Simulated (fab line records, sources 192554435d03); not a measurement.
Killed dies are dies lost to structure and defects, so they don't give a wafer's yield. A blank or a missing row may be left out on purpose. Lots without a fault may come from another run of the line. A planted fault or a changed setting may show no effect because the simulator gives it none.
A struck lot beside a sound one | flow n5_finfet | 16 steps out of a route of 1938
Sound: wafers L292.1, L292.3, L292.6. Struck: wafers L296.1, L296.4, L296.5. The cause comes at the end.
At each step with rows: each side's tool, then ch and its chambers, then its first start. Under that, the readings that differ: sound wafers | struck wafers | difference of the means | sigmas: that difference in standard deviations of wafers without a fault.
alike: readings whose means differ by less than 2 such deviations, and words and numbers that are the same on both sides. not compared: withheld readings, readings that some wafer has no value for, bounds like >300 that may hide the same value, and numbers for which the record gives no deviation and whose values overlap.
The two part at a step that has a row with sigmas, a row that says differs or no value, or rows on one side only. Numbers that don't overlap but have no deviation are shown without sigmas and don't part them. A reading that every wafer of one side lacks parts them only if that side has two wafers or more.

first, 3 steps without rows for these wafers: N5_BEOL_M4_SPUTTER_81 (material Cu, target thk 4.5 nm, time 8.29 s); N5_BEOL_M4_ANNEAL_82 (time 240 s); N5_BEOL_M4_SPUTTER_86 (material Cu, target thk 4.5 nm, time 8.29 s).
N5_BEOL_M4_ANNEAL_87: time 240 s.
  sound on pvd_sputter-02, day 9 17:53; struck on pvd_sputter-01, day 10 21:22
  alike: heater_power_w
then, 1 step without rows for these wafers: N5_BEOL_M4_SPUTTER_88 (material Cu, target thk 4.5 nm, time 8.29 s).
N5_BEOL_M4_ANNEAL_89: time 240 s.
  sound on pvd_sputter-02, day 9 18:06; struck on pvd_sputter-01, day 10 21:35
  alike: heater_power_w
N5_BEOL_M4_SPUTTER_90: material Cu, target thk 4.5 nm, time 8.29 s.
  sound on pvd_sputter-02, day 9 18:14; struck on pvd_sputter-01, day 10 21:43
  alike: chamber_pressure_pa, chuck_gas_flow_sccm, throttle_valve_pct
N5_BEOL_M4_ANNEAL_91: time 240 s.
  sound on pvd_sputter-02, day 9 18:19; struck on pvd_sputter-01, day 10 21:48
  alike: heater_power_w
N5_BEOL_M4_SPUTTER_92: material Cu, target thk 4.5 nm, time 8.29 s.
  sound on pvd_sputter-02, day 9 18:28; struck on pvd_sputter-01, day 10 21:56
  alike: chamber_pressure_pa, chuck_gas_flow_sccm, throttle_valve_pct
then, 3 steps without rows for these wafers: N5_BEOL_M4_ANNEAL_93 (time 240 s); N5_BEOL_M4_SPUTTER_94 (material Cu, target thk 4.5 nm, time 8.29 s); N5_BEOL_M4_ANNEAL_95 (time 240 s).
N5_BEOL_M4_SPUTTER_96: material Cu, target thk 4.5 nm, time 8.29 s.
  sound on pvd_sputter-02, day 9 18:54; struck on pvd_sputter-01, day 10 22:23
  no value came back on the struck wafers for chamber_pressure_pa (Pa), chuck_gas_flow_sccm (sccm), throttle_valve_pct (%); on the sound wafers chamber_pressure_pa (Pa) reads 0.06995 0.06992 0.06998
then, 1 step without rows for these wafers: N5_BEOL_M4_ECD_50 (material Cu, target thk 300 nm).
N5_BEOL_M4_RC_MEAS_101:
  sound on prober-02 ch 0, day 9 20:17; struck on prober-01 ch 0, day 10 23:35
  alike: DIBL_N, DIBL_P, IOFF_N, IOFF_P, ION_N, ION_P, SS_N, SS_P, VT_N, VT_P
-- the record jumps here: 5 days lie between the struck wafers' starts before and after (it left off in module BEOL_M4 and takes up again in module PASSIVATION, whose first step shown is number 1936 of the route) --
N5_PASSIVATION_PROBE_49:
  the record has rows for the struck wafers here (prober-01, day 15 21:04) and none for the sound ones

WHERE THEY PART
First at N5_BEOL_M4_SPUTTER_96; last, within this record, at N5_PASSIVATION_PROBE_49.

WHY: what the simulator had put in
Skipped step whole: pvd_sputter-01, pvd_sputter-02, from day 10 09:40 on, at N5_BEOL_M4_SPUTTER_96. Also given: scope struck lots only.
